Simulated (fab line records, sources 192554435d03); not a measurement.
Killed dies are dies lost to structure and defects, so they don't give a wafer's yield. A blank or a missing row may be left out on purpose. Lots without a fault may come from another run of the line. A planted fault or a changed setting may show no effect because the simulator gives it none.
Chamber matching | flow n5_finfet | N5_FIN_SAQP_SPACER2_ALD_28 on ald_sin-03: 4 sister chambers
The step deposits SiO2, target thk 8.1 nm, pulse time 1 s, purge time 2 s. 30 wafers are shown with their chamber, then 12 later ones without.

WAFERS WITH THEIR CHAMBER
wafer  | chamber | heater_power_w (W) | precursor_pulse_height_rel
L075.1 | 3       | 531                | 1.026
L075.2 | 2       | 404                | 0.985
L075.6 | 2       | 399                | 0.992
L076.3 | 0       | 421                | 1.017
L076.5 | 0       | 431                | 1.009
L076.6 | 3       | 529                | 0.993
L079.1 | 2       | 412                | 1.018
L079.4 | 1       | 496                | 1.010
L079.5 | 0       | 421                | 0.976
L082.2 | 2       | 410                | 1.024
L082.5 | 2       | 411                | 0.995
L082.6 | 1       | 499                | 0.981
L084.1 | 2       | 410                | 1.007
L084.2 | 1       | 488                | 0.999
L084.3 | 0       | 427                | 0.963
L084.4 | 3       | 558                | 0.972
L084.5 | 1       | 480                | 1.016
L084.6 | 2       | 404                | 1.018
L085.3 | 1       | 513                | 1.008
L085.4 | 3       | 523                | 0.975
L085.5 | 0       | 437                | 0.972
L086.3 | 1       | 495                | 0.993
L086.5 | 1       | 505                | 1.046
L086.6 | 2       | 412                | 1.008
L087.1 | 1       | 500                | 1.000
L087.2 | 2       | 403                | 0.998
L087.3 | 3       | 546                | 0.994
L087.4 | 0       | 418                | 0.977
L087.5 | 2       | 416                | 1.009
L087.6 | 3       | 546                | 1.009

SIGNATURES (means of the wafers above)
reading                    | chamber 0 | chamber 1 | chamber 2 | chamber 3 | scatter within a chamber
heater_power_w             | 425.83    | 497.00    | 408.10    | 538.83    | 8.98
precursor_pulse_height_rel | 0.98567   | 1.00663   | 1.00540   | 0.99483   | 0.0181
Rule: a wafer's distance from a chamber is the root of the sum, over the readings, of the square of ((its reading less the chamber's mean) divided by the reading's scatter). The wafer belongs to the nearest chamber; if the next one is less than 2 further off, it can't be placed. The scatter: the root of (the sum of the squares of (reading less its chamber's mean) over the shown wafers, divided by (wafers less chambers)).

WAFERS WITHOUT THEIR CHAMBER
wafer  | heater_power_w (W) | precursor_pulse_height_rel
L088.2 | 483                | 0.983
L088.3 | 412                | 0.967
L088.6 | 420                | 1.028
L092.2 | 429                | 0.998
L092.4 | 488                | 0.999
L092.5 | 548                | 1.027
L093.1 | 399                | 1.007
L093.2 | 411                | 0.998
L093.3 | 496                | 1.005
L093.4 | 554                | 1.023
L093.5 | 538                | 0.993
L093.6 | 429                | 0.986

WHICH CHAMBER EACH WENT THROUGH
wafer  | from the rows above     | in truth
L088.2 | 1                       | 1
L088.3 | can't be placed: 0 or 2 | 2
L088.6 | can't be placed: 2 or 0 | 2
L092.2 | can't be placed: 0 or 2 | 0
L092.4 | 1                       | 1
L092.5 | 3                       | 3
L093.1 | 2                       | 2
L093.2 | can't be placed: 2 or 0 | 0
L093.3 | 1                       | 1
L093.4 | 3                       | 3
L093.5 | 3                       | 3
L093.6 | 0                       | 0
Placed correctly: 8 of 12. Can't be placed from these rows: 4 (the true chamber is among the candidates in 4). Placed wrongly: 0.
